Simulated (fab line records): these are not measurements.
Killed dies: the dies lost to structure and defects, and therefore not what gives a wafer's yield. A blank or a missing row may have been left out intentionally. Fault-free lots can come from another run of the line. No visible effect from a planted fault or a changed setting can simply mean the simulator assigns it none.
Comparing a struck lot with a sound one :: flow n5 finfet :: 19 steps out of a route of 1938
Sound: these wafers, L149.2, L149.3, L149.6. Struck: wafer L138.3 (left out: L138.2, L138.6 of the same lot, which were not struck); the cause appears at the end.
Per side, at each step with rows, come the tool, then ch with its chambers, and then its first start. Under that, the readings that differ: sound wafers :: struck wafers :: difference of the means :: sigmas: that difference in standard deviations of wafers without a fault.
alike: readings whose means differ by less than 2 such deviations, and words and numbers that are the same on both sides. not compared: withheld readings, readings that some wafer has no value for, bounds like >300 that may hide the same value, and numbers for which the record gives no deviation and whose values overlap.
The two part at a step that has a row with sigmas, a row that says differs or no value, or rows on one side only. Non-overlapping numbers with no deviation appear without sigmas and do not part them. A reading missing from all wafers of one side parts the sides only when that side holds two or more wafers.

N5_PASSIVATION_AL_ETCH_33: etches Al in Cl2/BCl3, stops on TaN, target depth 2800 nm, time 466.7 s.
  sound on rie metal-03 ch 0,1, day 19 06:52; struck on rie metal-01 ch 1, day 17 00:25
  alike: drypump motor current A, oes product au, throttle valve pct
  not compared: rf hours counter h
N5_PASSIVATION_ETCH_59: etches TaN in Cl2/BCl3, target depth 65 nm, time 34.9 s.
  sound on rie metal-03 ch 0,1, day 19 07:16; struck on rie metal-01 ch 1, day 17 01:07
  alike: drypump motor current A, oes product au, throttle valve pct
  not compared: rf hours counter h
N5_PASSIVATION_STRIP_34: strips in O2.
  sound on rie diel-02 ch 1,2,3, day 19 07:22; struck on rie diel-04 ch 3, day 17 01:17
  alike: drypump motor current A, oes product au, rf vpp V, showerhead plenum p Torr, throttle valve pct
  not compared: rf hours counter h
then, 4 steps without rows for these wafers: N5_PASSIVATION_STRIP_51 (strips in post etch residue remover, time 1200 s); N5_PASSIVATION_CLEAN_69 (cleans in IPA, time 180 s); N5_PASSIVATION_SRD_70 (time 30 s); N5_PASSIVATION_PECVD_53 (deposits SiO2 from TEOS/O2, target thk 800 nm, time 169.4 s).
N5_PASSIVATION_PECVD_35: deposits SiNx from SiH4/NH3/N2, target thk 700 nm, time 151.3 s.
  sound on pecvd-02 ch 0,1,2, day 19 07:59; struck on pecvd-02 ch 2, day 17 01:54
  alike: heater power w, showerhead plenum p Torr, showerhead vpp V, throttle valve pct
then, 4 steps without rows for these wafers: N5_PASSIVATION_HMDS_37 (time 60 s); N5_PASSIVATION_COAT_38; N5_PASSIVATION_EBR_40; N5_PASSIVATION_SOFTBAKE_39 (time 120 s).
N5_PASSIVATION_EXPOSE_41: exposes mask PASS OPEN, defocus 0 nm, target cd 40000 nm.
  sound on krf scanner-01 ch 0, day 19 08:22; struck on krf scanner-02 ch 0, day 17 02:17
  alike: mask
then, 3 steps without rows for these wafers: N5_PASSIVATION_PEB_42; N5_PASSIVATION_DEVELOP_43 (develop time 60 s); N5_PASSIVATION_HARDBAKE_45 (time 120 s).
N5_PASSIVATION_CD_MEAS_44: the cd target is 40000 nm.
  sound on cd sem-01 ch 0, day 19 08:32; struck on cd sem-02 ch 0, day 17 02:28
reading: cd nm (nm)
sound: 40004 40000 40002
struck: 40044
difference: +42
sigmas: +12
N5_PASSIVATION_OVL_MEAS_66:
  sound on overlay-02 ch 0, day 19 08:34; struck on overlay-02 ch 0, day 17 02:29
  alike: PASS_OPEN_OVL
N5_PASSIVATION_PROBE_49:
  rows exist in the record for the struck wafers here (prober-01, day 17 05:42), but not for the sound ones

== WHERE THEY PART ==
Last at N5_PASSIVATION_PROBE_49 as far as this record goes, first at N5_PASSIVATION_CD_MEAS_44.

WHY: what the simulator had put in
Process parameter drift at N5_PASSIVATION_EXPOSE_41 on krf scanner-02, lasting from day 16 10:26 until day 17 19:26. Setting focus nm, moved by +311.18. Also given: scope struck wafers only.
